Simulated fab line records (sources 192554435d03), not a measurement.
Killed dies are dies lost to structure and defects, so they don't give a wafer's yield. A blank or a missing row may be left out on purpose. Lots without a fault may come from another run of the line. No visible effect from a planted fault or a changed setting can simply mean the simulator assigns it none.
fab line records -- flow n5-finfet
[record] lots = 9, wafers = 27, last-day = 20
route steps=1938 shown STI_FIN_REVEAL@207 DUMMY_GATE@246 SPACER0@261 SD_EPI_N@272 BEOL_M4@1111 PASSIVATION@1936
lots that met no fault: from a run of the same line without faults
start-h: the number of hours between the record's first day and the start of the first shown wafer of the lot -- wait-h: time in hours since the lot's previous step -- " as in the row above -- L1.1+2: one row covering several wafers at once -- - no value, or no start was given -- * or withheld: withheld -- < > ~ a bound
route shown NAME@n: a module of which the file shows steps, and the number in the route of the first -- usual: mean and standard deviation over wafers with no fault -- same: alike in all rows -- chamber/n: place in a boat -- sites: readings site by site -- _std_site: standard deviation across them -- _edge_site: the outer-site mean with the inner-site mean subtracted -- radius-mm: for every site, how far away it sits from the centre of the wafer -- mask NAME#n: copy n -- behind: the last tool/chamber to shape the wafer -- hold: why the lot was held/for how many hours/how that ended -- device: names the non-switching transistor (n, p or np) -- end of line: tests of these same wafers at the route's end -- a step without rows: its recipe alone -- killed: dies lost to structure and defects at the first sort, not the wafer's yield -- map: the dies of a wafer, with x for killed, . for not killed, _ for no die there
set.NAME: the setting as run; set.NAME@STEP: as run at that earlier step -- model.NAME: the simulator's own value behind a step, which no gauge read
the route's steps for a sample of lots (tables are steps, rows are wafers)
services: a tool's chamber out of use, with start hour (start-h, from the record's first day; less than 0 if before it), hours out, and reason
[[steps]]
[step N5_STI_FIN_REVEAL_CD_MEAS_22]
[recipe] target-cd-nm = 6.238, pitch-nm = 28, polarity = line
[usual] cd-nm = 6.4/0.31
lot.wafer,tool,chamber,start-h,wait-h,cd-nm
L524.1,cd-sem-02,-,49.19,0.0,5.9
L524.4,cd-sem-02,-,49.19,0.0,6.6
L524.6,cd-sem-02,-,49.19,0.0,6.5
L525.3,cd-sem-03,-,57.99,0.0,6.9
L525.5,cd-sem-03,-,57.99,0.0,6.3
L525.6,cd-sem-03,-,57.99,0.0,6.8
L526.2,cd-sem-02,-,65.62,0.0,6.4
L526.4,cd-sem-02,-,65.62,0.0,6.2
L526.6,cd-sem-02,-,65.62,0.0,6.0
L527.2,cd-sem-02,-,69.74,0.0,6.6
L527.3,cd-sem-02,-,69.74,0.0,6.3
L527.4,cd-sem-02,-,69.74,0.0,6.4
L529.1,cd-sem-02,-,86.29,0.0,6.6
L529.2,cd-sem-02,-,86.29,0.0,5.9
L529.5,cd-sem-02,-,86.29,0.0,6.3
L531.2,cd-sem-02,-,90.85,0.0,6.5
L531.3,cd-sem-02,-,90.85,0.0,6.1
L531.4,cd-sem-02,-,90.85,0.0,6.6
L537.2,cd-sem-02,-,126.24,0.0,5.6
L537.4,cd-sem-02,-,126.24,0.0,6.8
L537.6,cd-sem-02,-,126.24,0.0,6.8
L540.1,cd-sem-03,-,144.52,0.0,6.3
L540.4,cd-sem-03,-,144.52,0.0,6.3
L540.6,cd-sem-03,-,144.52,0.0,6.3
L542.2,cd-sem-02,-,161.55,0.0,6.5
L542.3,cd-sem-02,-,161.55,0.0,6.1
L542.4,cd-sem-02,-,161.55,0.0,6.0
[step N5_STI_FIN_REVEAL_INSPECT_13]
[recipe] inspect-instrument = darkfield, mode = post-clean
[usual] raw-defect-count = 12/5.1
lot.wafer,tool,chamber,start-h,wait-h,raw-defect-count
L524.1,defect-inspect-01,-,49.31,0.0,22
L524.4,defect-inspect-01,-,49.31,0.0,9
L524.6,defect-inspect-01,-,49.31,0.0,16
L525.3,defect-inspect-02,-,58.54,0.5,19
L525.5,defect-inspect-02,-,58.54,0.5,22
L525.6,defect-inspect-02,-,58.54,0.5,22
L526.2,defect-inspect-02,-,65.74,0.0,12
L526.4,defect-inspect-02,-,65.74,0.0,8
L526.6,defect-inspect-02,-,65.74,0.0,8
L527.2,defect-inspect-02,-,69.87,0.0,14
L527.3,defect-inspect-02,-,69.87,0.0,13
L527.4,defect-inspect-02,-,69.87,0.0,17
L529.1,defect-inspect-01,-,86.44,0.0,9
L529.2,defect-inspect-01,-,86.44,0.0,12
L529.5,defect-inspect-01,-,86.44,0.0,9
L531.2,defect-inspect-01,-,90.97,0.0,15
L531.3,defect-inspect-01,-,90.97,0.0,8
L531.4,defect-inspect-01,-,90.97,0.0,8
L537.2,defect-inspect-02,-,126.36,0.0,13
L537.4,defect-inspect-02,-,126.36,0.0,15
L537.6,defect-inspect-02,-,126.36,0.0,11
L540.1,defect-inspect-02,-,144.64,0.0,20
L540.4,defect-inspect-02,-,144.64,0.0,15
L540.6,defect-inspect-02,-,144.64,0.0,11
L542.2,defect-inspect-01,-,161.70,0.0,2
L542.3,defect-inspect-01,-,161.70,0.0,11
L542.4,defect-inspect-01,-,161.70,0.0,18
[step N5_DUMMY_GATE_ETCH_32]
[recipe] chemistry = CF4, target = SiO2, target-depth-a = 35, time-s = 3.9, ion-energy-ev = 350, pressure-mtorr = 10, icp-w = 800, bias-w = 400, cf4-flow-sccm = 80
[usual] drypump-motor-current-A = 5.8/0.46, oes-product-au = 1.015/0.026, throttle-valve-pct = 21.71/0.24
lot.wafer,tool,chamber,start-h,wait-h,drypump-motor-current-A,oes-product-au,rf-hours-counter-h,throttle-valve-pct
L524.1,rie-si-03,2,60.18,0.1,5.8,1.006,105,21.70
L524.4,rie-si-03,1,60.18,0.1,6.4,1.030,124,21.72
L524.6,rie-si-03,1,60.18,0.1,6.4,1.021,-,21.74
L525.3,rie-si-06,0,67.93,0.1,5.8,1.059,8,21.55
L525.5,rie-si-06,0,67.93,0.1,5.8,1.069,-,21.56
L525.6,rie-si-06,3,67.93,0.1,6.3,0.982,-,21.78
L526.2,rie-si-05,0,75.45,0.1,6.1,1.048,106,21.84
L526.4,rie-si-05,2,75.45,0.1,6.3,1.039,108,21.48
L526.6,rie-si-05,3,75.45,0.1,5.7,0.994,-,21.42
L527.2,rie-si-03,3,82.24,0.1,5.2,1.010,158,22.13
L527.3,rie-si-03,0,82.24,0.1,5.0,1.016,53,21.47
L527.4,rie-si-03,2,82.24,0.1,5.8,1.005,106,21.67
L529.1,rie-si-06,0,99.66,0.1,5.8,1.061,9,21.53
L529.2,rie-si-06,2,99.66,0.1,5.0,0.990,197,22.01
L529.5,rie-si-06,1,99.66,0.1,5.6,1.030,-,21.56
L531.2,rie-si-03,3,103.49,0.1,5.2,1.025,159,22.14
L531.3,rie-si-03,0,103.49,0.1,5.0,1.009,53,21.47
L531.4,rie-si-03,1,103.49,0.1,6.4,1.036,126,21.73
L537.2,rie-si-03,0,135.75,0.1,5.0,1.011,54,21.47
L537.4,rie-si-03,1,135.75,0.1,6.4,1.031,127,21.71
L537.6,rie-si-03,0,135.75,0.1,5.0,1.014,-,21.47
L540.1,rie-si-05,0,155.77,0.1,6.1,1.040,107,21.88
L540.4,rie-si-05,3,155.77,0.1,5.7,0.991,10,21.41
L540.6,rie-si-05,3,155.77,0.1,5.7,0.999,-,21.39
L542.2,rie-si-03,3,171.61,0.1,5.3,1.024,160,22.12
L542.3,rie-si-03,2,171.61,0.1,5.8,1.004,108,21.68
L542.4,rie-si-03,0,171.61,0.1,5.0,1.008,55,21.46
[step N5_DUMMY_GATE_PRECLEAN_51]
[recipe] chemistry = SC2, time-s = 45, temp-c = 35, mix = 1:1:50
lot.wafer,tool,chamber,start-h,wait-h
L524.1+4+6,wet-bench-04,"2,4,0",60.68,0.0
L525.3+5+6,wet-bench-03,"0,1,2",68.33,0.0
L526.2+4+6,wet-bench-04,"4,6,5",75.88,0.0
L527.2+3+4,wet-bench-04,"7,5,2",82.64,0.0
L529.1+2+5,wet-bench-01,"3,0,7",100.14,0.0
L531.2+3+4,wet-bench-01,"6,1,0",103.89,0.0
L537.2+4+6,wet-bench-03,"3,2,0",136.15,0.0
L540.1+4+6,wet-bench-03,"1,6,5",156.17,0.0
L542.2+3+4,wet-bench-01,"5,4,2",172.00,0.0
[step N5_DUMMY_GATE_INSPECT_27]
[recipe] inspect-instrument = brightfield, mode = aei
[usual] raw-defect-count = 301/77
lot.wafer,tool,chamber,start-h,wait-h,raw-defect-count
L524.1,defect-inspect-01,-,60.76,0.0,246
L524.4,defect-inspect-01,-,60.76,0.0,196
L524.6,defect-inspect-01,-,60.76,0.0,209
L525.3,defect-inspect-01,-,68.42,0.0,240
L525.5,defect-inspect-01,-,68.42,0.0,211
L525.6,defect-inspect-01,-,68.42,0.0,211
L526.2,defect-inspect-02,-,75.97,0.0,408
L526.4,defect-inspect-02,-,75.97,0.0,562
L526.6,defect-inspect-02,-,75.97,0.0,381
L527.2,defect-inspect-02,-,82.73,0.0,901
L527.3,defect-inspect-02,-,82.73,0.0,220
L527.4,defect-inspect-02,-,82.73,0.0,236
L529.1,defect-inspect-02,-,100.23,0.0,287
L529.2,defect-inspect-02,-,100.23,0.0,246
L529.5,defect-inspect-02,-,100.23,0.0,154
L531.2,defect-inspect-01,-,103.97,0.0,224
L531.3,defect-inspect-01,-,103.97,0.0,285
L531.4,defect-inspect-01,-,103.97,0.0,248
L537.2,defect-inspect-01,-,136.23,0.0,257
L537.4,defect-inspect-01,-,136.23,0.0,405
L537.6,defect-inspect-01,-,136.23,0.0,227
L540.1,defect-inspect-02,-,156.25,0.0,363
L540.4,defect-inspect-02,-,156.25,0.0,356
L540.6,defect-inspect-02,-,156.25,0.0,308
L542.2,defect-inspect-02,-,172.09,0.0,311
L542.3,defect-inspect-02,-,172.09,0.0,345
L542.4,defect-inspect-02,-,172.09,0.0,335
[step N5_SPACER0_INSPECT_04]
[recipe] inspect-instrument = darkfield, mode = post-dep
[usual] raw-defect-count = 131/31
lot.wafer,tool,chamber,start-h,wait-h,raw-defect-count
L524.1,defect-inspect-02,-,61.37,0.1,142
L524.4,defect-inspect-02,-,61.37,0.1,139
L524.6,defect-inspect-02,-,61.37,0.1,114
L525.3,defect-inspect-01,-,69.94,0.1,113
L525.5,defect-inspect-01,-,69.94,0.1,115
L525.6,defect-inspect-01,-,69.94,0.1,87
L526.2,defect-inspect-02,-,77.64,0.1,155
L526.4,defect-inspect-02,-,77.64,0.1,202
L526.6,defect-inspect-02,-,77.64,0.1,156
L527.2,defect-inspect-02,-,83.34,0.1,767
L527.3,defect-inspect-02,-,83.34,0.1,100
L527.4,defect-inspect-02,-,83.34,0.1,107
L529.1,defect-inspect-02,-,100.83,0.1,108
L529.2,defect-inspect-02,-,100.83,0.1,97
L529.5,defect-inspect-02,-,100.83,0.1,78
L531.2,defect-inspect-01,-,104.58,0.1,102
L531.3,defect-inspect-01,-,104.58,0.1,118
L531.4,defect-inspect-01,-,104.58,0.1,100
L537.2,defect-inspect-01,-,137.18,0.1,119
L537.4,defect-inspect-01,-,137.18,0.1,199
L537.6,defect-inspect-01,-,137.18,0.1,87
L540.1,defect-inspect-01,-,157.37,0.1,141
L540.4,defect-inspect-01,-,157.37,0.1,128
L540.6,defect-inspect-01,-,157.37,0.1,115
L542.2,defect-inspect-01,-,172.69,0.1,119
L542.3,defect-inspect-01,-,172.69,0.1,134
L542.4,defect-inspect-01,-,172.69,0.1,142
[step N5_SD_EPI_N_INSPECT_11]
[recipe] mode = adi, inspect-instrument = macro
[usual] raw-defect-count = 2.1/1.4
lot.wafer,tool,chamber,start-h,wait-h,raw-defect-count
L524.1,defect-inspect-01,-,61.82,0.0,1
L524.4,defect-inspect-01,-,61.82,0.0,1
L524.6,defect-inspect-01,-,61.82,0.0,3
L525.3,defect-inspect-02,-,70.39,0.0,2
L525.5,defect-inspect-02,-,70.39,0.0,3
L525.6,defect-inspect-02,-,70.39,0.0,4
L526.2,defect-inspect-02,-,78.09,0.0,0
L526.4,defect-inspect-02,-,78.09,0.0,2
L526.6,defect-inspect-02,-,78.09,0.0,2
L527.2,defect-inspect-02,-,83.79,0.0,>300
L527.3,defect-inspect-02,-,83.79,0.0,3
L527.4,defect-inspect-02,-,83.79,0.0,1
L529.1,defect-inspect-01,-,101.16,0.0,2
L529.2,defect-inspect-01,-,101.16,0.0,0
L529.5,defect-inspect-01,-,101.16,0.0,0
L531.2,defect-inspect-01,-,105.03,0.0,1
L531.3,defect-inspect-01,-,105.03,0.0,3
L531.4,defect-inspect-01,-,105.03,0.0,4
L537.2,defect-inspect-02,-,137.63,0.0,1
L537.4,defect-inspect-02,-,137.63,0.0,1
L537.6,defect-inspect-02,-,137.63,0.0,5
L540.1,defect-inspect-01,-,157.82,0.0,4
L540.4,defect-inspect-01,-,157.82,0.0,1
L540.6,defect-inspect-01,-,157.82,0.0,1
L542.2,defect-inspect-01,-,173.15,0.0,2
L542.3,defect-inspect-01,-,173.15,0.0,2
L542.4,defect-inspect-01,-,173.15,0.0,2
[step N5_SD_EPI_N_INSPECT_26]
[recipe] inspect-instrument = darkfield, mode = post-epi
[usual] raw-defect-count = 196/39
lot.wafer,tool,chamber,start-h,wait-h,raw-defect-count
L524.1,defect-inspect-01,-,66.15,0.1,197
L524.4,defect-inspect-01,-,66.15,0.1,186
L524.6,defect-inspect-01,-,66.15,0.1,175
L525.3,defect-inspect-01,-,74.43,0.1,257
L525.5,defect-inspect-01,-,74.43,0.1,224
L525.6,defect-inspect-01,-,74.43,0.1,188
L526.2,defect-inspect-02,-,82.16,0.1,214
L526.4,defect-inspect-02,-,82.16,0.1,277
L526.6,defect-inspect-02,-,82.16,0.1,217
L527.2,defect-inspect-01,-,88.24,0.1,785
L527.3,defect-inspect-01,-,88.24,0.1,139
L527.4,defect-inspect-01,-,88.24,0.1,131
L529.1,defect-inspect-02,-,105.24,0.1,207
L529.2,defect-inspect-02,-,105.24,0.1,182
L529.5,defect-inspect-02,-,105.24,0.1,136
L531.2,defect-inspect-02,-,109.01,0.1,168
L531.3,defect-inspect-02,-,109.01,0.1,184
L531.4,defect-inspect-02,-,109.01,0.1,188
L537.2,defect-inspect-01,-,142.38,0.1,185
L537.4,defect-inspect-01,-,142.38,0.1,254
L537.6,defect-inspect-01,-,142.38,0.1,146
L540.1,defect-inspect-02,-,162.06,0.1,223
L540.4,defect-inspect-02,-,162.06,0.1,196
L540.6,defect-inspect-02,-,162.06,0.1,228
L542.2,defect-inspect-01,-,177.90,0.1,169
L542.3,defect-inspect-01,-,177.90,0.1,172
L542.4,defect-inspect-01,-,177.90,0.1,188
[step N5_BEOL_M4_RC_MEAS_101]
[usual] DIBL_N = 37.1/2.6, DIBL_P = 38/3, IOFF_N = 0.18/0.052, IOFF_P = 0.25/0.06, ION_N = 678/15, ION_P = 467/8.6, SS_N = 71.7/0.73, SS_P = 73.7/0.89, VT_N = 249/4.3, VT_P = -248/3.8
lot.wafer,tool,chamber,start-h,wait-h,DIBL_N[mV/V],DIBL_P[mV/V],IOFF_N[nA/um],IOFF_P[nA/um],ION_N[uA/um],ION_P[uA/um],SS_N[mV/dec],SS_P[mV/dec],VT_N[mV],VT_P[mV]
L524.1,prober-02,0,245.30,0.0,36.0,34,0.14,0.20,676,465,71.2,72.9,248,-250
L524.4,prober-02,0,245.30,0.0,36.3,36,0.17,0.24,692,472,71.6,73.4,244,-246
L524.6,prober-02,0,245.30,0.0,36.3,35,0.15,0.24,691,474,71.2,72.7,249,-248
L525.3,prober-01,0,257.73,0.7,37.3,39,0.21,0.29,708,478,71.3,74.5,242,-242
L525.5,prober-01,0,257.73,0.7,36.6,36,0.16,0.23,683,467,72.1,73.8,248,-246
L525.6,prober-01,0,257.73,0.7,36.6,38,0.18,0.29,682,476,70.9,74.0,243,-243
L529.1,prober-02,0,265.89,0.1,37.1,39,0.18,0.24,674,463,72.0,74.2,250,-248
L529.2,prober-02,0,265.89,0.1,38.0,41,0.21,0.29,686,476,71.8,74.3,249,-247
L529.5,prober-02,0,265.89,0.1,34.7,37,0.14,0.21,667,463,70.5,73.3,252,-247
L527.2,prober-02,0,273.11,0.2,34.7,34,0.13,0.22,659,464,71.6,73.4,251,-247
L527.3,prober-02,0,273.11,0.2,33.9,33,0.12,0.19,661,461,71.3,72.3,253,-251
L527.4,prober-02,0,273.11,0.2,34.8,35,0.13,0.23,674,475,71.1,72.6,255,-246
L526.2,prober-02,0,282.47,0.2,40.6,39,0.20,0.30,661,466,73.0,74.1,248,-244
L526.4,prober-02,0,282.47,0.2,38.6,38,0.19,0.30,674,477,71.6,74.0,247,-243
L526.6,prober-02,0,282.47,0.2,39.5,37,0.19,0.26,692,475,71.4,73.9,248,-247
L531.2,prober-01,0,283.45,0.2,39.6,41,0.20,0.31,679,463,72.1,75.1,250,-246
L531.3,prober-01,0,283.45,0.2,37.3,38,0.16,0.21,690,469,71.5,73.7,252,-249
L531.4,prober-01,0,283.45,0.2,39.5,40,0.21,0.27,693,471,72.2,73.5,245,-247
L537.2,prober-01,0,317.31,0.2,34.6,36,0.12,0.22,669,471,71.3,73.4,256,-249
L537.4,prober-01,0,317.31,0.2,38.4,38,0.18,0.24,671,469,71.9,73.8,250,-248
L537.6,prober-01,0,317.31,0.2,40.5,41,0.23,0.32,693,476,72.6,74.8,246,-243
L542.2,prober-02,0,351.22,0.2,38.0,38,0.18,0.25,675,464,72.1,73.6,250,-248
L542.3,prober-02,0,351.22,0.2,33.1,34,0.10,0.17,655,458,70.9,73.0,258,-255
L542.4,prober-02,0,351.22,0.2,35.1,35,0.13,0.18,666,455,71.4,73.5,253,-253
L540.1,prober-01,0,351.78,0.7,32.3,34,0.11,0.17,661,452,70.5,71.0,253,-252
L540.4,prober-01,0,351.78,0.7,36.0,38,0.17,0.25,662,461,72.2,74.0,247,-248
L540.6,prober-01,0,351.78,0.7,32.8,34,0.12,0.18,671,469,70.6,71.9,254,-252
[step N5_PASSIVATION_PROBE_49]
[usual] defect-limited-yield = 91.4/1.4, killed_at_M0_to_M3 = 34/9.1, killed_at_M4_up = 14/5.2, killed-at-contacts = 12/6.4, killed-at-front-end = 38/11, killed-at-other = 3.7/2.8, killed-dies = 102/17, killed-on-rim = 14/3.9, killed-open = 68/13, killed-short = 32/7.8, sort_bin_5_function = 5.1/1, sort_bin_6_memory = 3.2/0.66, sort-n-pass = 1076/19, sort-yield-pct = 91.2/1.6
[same] gross-dies = 1180, killed-at-back-side = 0, sort_bin_4_leakage[%] = 0, sort_bin_8_speed[%] = 0
lot.wafer,tool,chamber,start-h,wait-h,defect-limited-yield[%],killed_at_M0_to_M3,killed_at_M4_up,killed-at-contacts,killed-at-front-end,killed-at-other,killed-dies,killed-on-rim,killed-open,killed-short,sort_bin_5_function[%],sort_bin_6_memory[%],sort-n-pass,sort-yield-pct[%]
L527.2,prober-01,-,387.60,0.1,88.6,32,15,1,85,2,135,28,63,29,6.4,3.5,1045,88.6
L527.3,prober-01,-,387.65,0.1,90.8,31,10,16,50,1,108,14,64,42,6.2,2.5,1072,90.8
L527.4,prober-01,-,387.70,0.2,87.9,48,20,15,52,8,143,19,92,51,7.4,4.3,1037,87.9
L531.2,prober-02,-,394.27,0.1,91.9,29,15,12,35,5,96,12,59,35,4.3,3.5,1084,91.9
L531.3,prober-02,-,394.32,0.1,92.4,23,18,16,31,2,90,12,63,27,4.0,3.2,1090,92.4
L531.4,prober-02,-,394.37,0.2,90.1,42,18,9,45,3,117,17,83,34,6.1,3.8,1063,90.1
// killed by level:class
L527.2 DUMMY_GATE:unspecified=42 STI_FIN_REVEAL:geometric-particle:open=8 DUMMY_GATE:geometric-particle:open=8 BEOL_M0_SAQP:geometric-particle:short=7 BEOL_M0_SAQP:geometric-particle:open=7 BEOL_M3:geometric-particle:open=6 BEOL_M1:geometric-particle:open=6 FIN_SAQP:geometric-particle:short=5
L527.3 STI_FIN_REVEAL:geometric-particle:open=19 MOL_CONTACT_COAG:geometric-particle:open=12 FIN_SAQP:geometric-particle:short=9 BEOL_M1:geometric-particle:open=7 BEOL_M2:geometric-particle:open=6 MOL_CONTACT_COAG:geometric-particle:short=4 DUMMY_GATE:geometric-particle:open=4 BEOL_M3:geometric-particle:short=4
L527.4 STI_FIN_REVEAL:geometric-particle:open=16 FIN_SAQP:geometric-particle:short=13 MOL_CONTACT_COAG:geometric-particle:open=13 BEOL_M1:geometric-particle:open=11 BEOL_M4:geometric-particle:open=11 BEOL_M0_SAQP:geometric-particle:short=8 BEOL_M0_SAQP:geometric-particle:open=6 BEOL_M3:geometric-particle:open=6
L531.2 FIN_SAQP:geometric-particle:open=10 MOL_CONTACT_COAG:geometric-particle:open=7 BEOL_M0_SAQP:geometric-particle:short=7 BEOL_M1:geometric-particle:open=7 FIN_SAQP:geometric-particle:short=5 MOL_CONTACT_COAG:geometric-particle:short=5 BEOL_M0_SAQP:geometric-particle:open=5 BEOL_M4:geometric-particle:open=5
L531.3 MOL_CONTACT_COAG:geometric-particle:open=15 FIN_SAQP:geometric-particle:short=14 FIN_SAQP:geometric-particle:open=6 BEOL_M0_SAQP:geometric-particle:open=6 BEOL_M4:geometric-particle:open=6 BEOL_M1:geometric-particle:open=5 BEOL_M0_SAQP:geometric-particle:short=4 GATE_CUT:geometric-particle:open=3
L531.4 FIN_SAQP:geometric-particle:open=15 BEOL_M4:geometric-particle:open=11 BEOL_M3:geometric-particle:open=9 FIN_SAQP:geometric-particle:short=8 BEOL_M0_SAQP:geometric-particle:short=7 BEOL_M1:geometric-particle:open=7 BEOL_M2:geometric-particle:open=7 MOL_CONTACT_COAG:geometric-particle:open=6
[[services]]
tool,chamber,start-h,hours,kind
rie-si-05,-,48.63,1.6,repair
rie-si-06,-,53.60,2.8,pm
rie-si-06,1,58.04,22.9,repair
rie-si-03,3,82.67,7.6,repair
rie-si-06,2,106.56,-,clean
rie-si-06,2,106.56,16.1,scheduled-down
rie-si-06,2,106.56,16.1,vent-cycle
rie-si-06,-,107.87,14.6,pm
rie-si-05,-,110.00,2.8,pm
rie-si-06,-,129.99,0.2,repair
rie-si-03,-,145.91,14.6,pm
rie-si-05,1,168.38,-,clean
rie-si-05,1,168.38,17.8,scheduled-down
rie-si-05,1,168.38,17.8,vent-cycle
[[key]]
[first-sign] step = N5_DUMMY_GATE_INSPECT_27, reading = raw-defect-count, direction = up, sigmas = 7.8, usual = 301, struck = 901
[effect] step = N5_SPACER0_INSPECT_04, reading = raw-defect-count, direction = up, sigmas = 20, usual = 131, struck = 767
[effect] step = N5_SD_EPI_N_INSPECT_11, reading = raw-defect-count, direction = up, sigmas = 99+, usual = 2.1, struck = >300
[effect] step = N5_SD_EPI_N_INSPECT_26, reading = raw-defect-count, direction = up, sigmas = 15, usual = 196, struck = 785
[effect] step = N5_PASSIVATION_PROBE_49, reading = killed-at-front-end, direction = up, sigmas = 4.1, usual = 38, struck = 85
[more-kills-born-at] N5_DUMMY_GATE_PRECLEAN_51@wet-bench-04 = 42
met-at N5_DUMMY_GATE_PRECLEAN_51
struck-lots L527
struck-wafers L527.2
not-acting-at N5_STI_FIN_REVEAL_CD_MEAS_22,N5_STI_FIN_REVEAL_INSPECT_13,N5_DUMMY_GATE_ETCH_32
[fault] kind = chamber-particle-source, tool = wet-bench-04, chamber = 7, onset-h = 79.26, steps = N5_DUMMY_GATE_PRECLEAN_51, rate-per-visit-cm2 = 1.0822, end-h = 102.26
